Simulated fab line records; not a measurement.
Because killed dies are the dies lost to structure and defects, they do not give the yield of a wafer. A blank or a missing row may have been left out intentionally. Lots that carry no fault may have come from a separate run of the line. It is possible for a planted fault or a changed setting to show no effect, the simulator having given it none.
Struck lot and sound lot, side by side ; flow nandHarc ; 13 out of 1302 route steps
Sound: these wafers, L594.2, L594.3, L594.6. Struck: wafers L607.2, L607.3, L607.6. The cause comes at the end.
Per side, at each step with rows, come the tool, then ch with its chambers, and then its first start. Under that, the readings that differ: sound wafers ; struck wafers ; difference of the means ; sigmas: that difference in standard deviations of wafers without a fault.
alike: a reading whose means differ by less than 2 such deviations, as well as words and numbers matching on both sides. not compared: withheld readings; readings where some wafer has no value; bounds like >300 that might hide an equal value; numbers whose values overlap and for which the record gives no deviation.
Wherever a step has rows on one side only, a row that says differs or no value, or a row with sigmas, the two part there. Numbers that have no deviation but don't overlap get no sigmas and don't part them. A reading that every wafer of one side lacks parts them only if that side has two wafers or more.

first, 1 step without rows for these wafers: NHARC_A_WL_FILL_ALD_10 (deposits SiO2, target thk 50 nm, pulse time 10 s, ald cycles 500).
NHARC_A_WL_FILL_ETCHBACK_16: etches the open film in C4F8/O2/Ar, target depth 120 nm, time 24 s.
  sound: rieDiel-12 ch 0,2,3; struck: rieDiel-12 ch 1,2
  alike: oesProductAu, rfVppV
  not compared: rfHoursCounterH
NHARC_A_WL_FILL_STRIP_29: strips in O2, time 20 s.
  sound on rieDiel-12 ch 0,2,3, day 21 19:05; struck on rieDiel-12 ch 1,3, day 27 12:04
  alike: drypumpMotorCurrentA, o2FlowSccm, oesProductAu, rfVppV, showerheadPlenumPTorr, throttleValvePct
  not compared: rfHoursCounterH
NHARC_A_WL_FILL_ETCHBACK_17: etches the open film in Cl2/BCl3, target depth 4 nm, time 26.7 s.
  sound on rieMetal-02 ch 0, day 21 19:11; struck on rieMetal-03 ch 1, day 27 12:09
  alike: drypumpMotorCurrentA, oesProductAu
  not compared: rfHoursCounterH
then, 3 steps without rows for these wafers: NHARC_A_WL_FILL_PRECLEAN_18 (cleans in dHF, time 30 s); NHARC_A_WL_FILL_SRD_21; NHARC_A_WL_FILL_CVD_23 (deposits poly-Si, target thk 40 nm, time 800 s).
NHARC_A_WL_FILL_ETCHBACK_26: etches the open film in HBr, target depth 52 nm, time 13.3 s.
  sound on rieSi-04 ch 0,1, day 22 00:16; struck on rieSi-05 ch 0,3, day 27 17:24
  alike: drypumpMotorCurrentA, oesProductAu, throttleValvePct
  not compared: rfHoursCounterH
then, 2 steps without rows for these wafers: NHARC_A_WL_FILL_PRECLEAN_30 (cleans in dHF, time 10 s); NHARC_A_WL_FILL_SRD_14.
NHARC_A_WL_FILL_ALD_19: deposits TiN, target thk 2 nm, pulse time 3 s, ald cycles 100.
  sound on aldMetal-01 ch 2,3, day 22 00:32; struck on aldMetal-01 ch 1,2,3, day 27 17:40
  alike: heaterPowerOuterW, heaterPowerW, precursorPulseHeightRel
NHARC_A_WL_FILL_CVD_20: deposits W, target thk 100 nm, time 74 s.
  sound on cvdW-02 ch 0, day 22 00:44; struck on cvdW-01 ch 0,1, day 27 17:56
  no value came back on the struck wafers for chamberPressureTorr (Torr), heaterPowerOuterW (W), heaterPowerW (W), throttleValvePct (%); on the sound wafers chamberPressureTorr (Torr) reads 40.07 40.08 40.00
NHARC_A_WL_FILL_CMP_12: polishes, t overpolish 30 s, target thk 100 nm.
  sound on cmp-01 ch 0,2,3, day 22 00:55; struck on cmp-03 ch 0,1,2, day 27 18:06
reading;sound;struck;difference;sigmas
timeToEndpointS (s);20 17 20;1 0 0;-19;-6
  alike: motorCurrentA, overpolishRunS, slurryFilterDpKPa

WHERE THEY PART
At NHARC_A_WL_FILL_CVD_20 first; at NHARC_A_WL_FILL_CMP_12 last (within this record only).

WHY: what had been put in by the simulator
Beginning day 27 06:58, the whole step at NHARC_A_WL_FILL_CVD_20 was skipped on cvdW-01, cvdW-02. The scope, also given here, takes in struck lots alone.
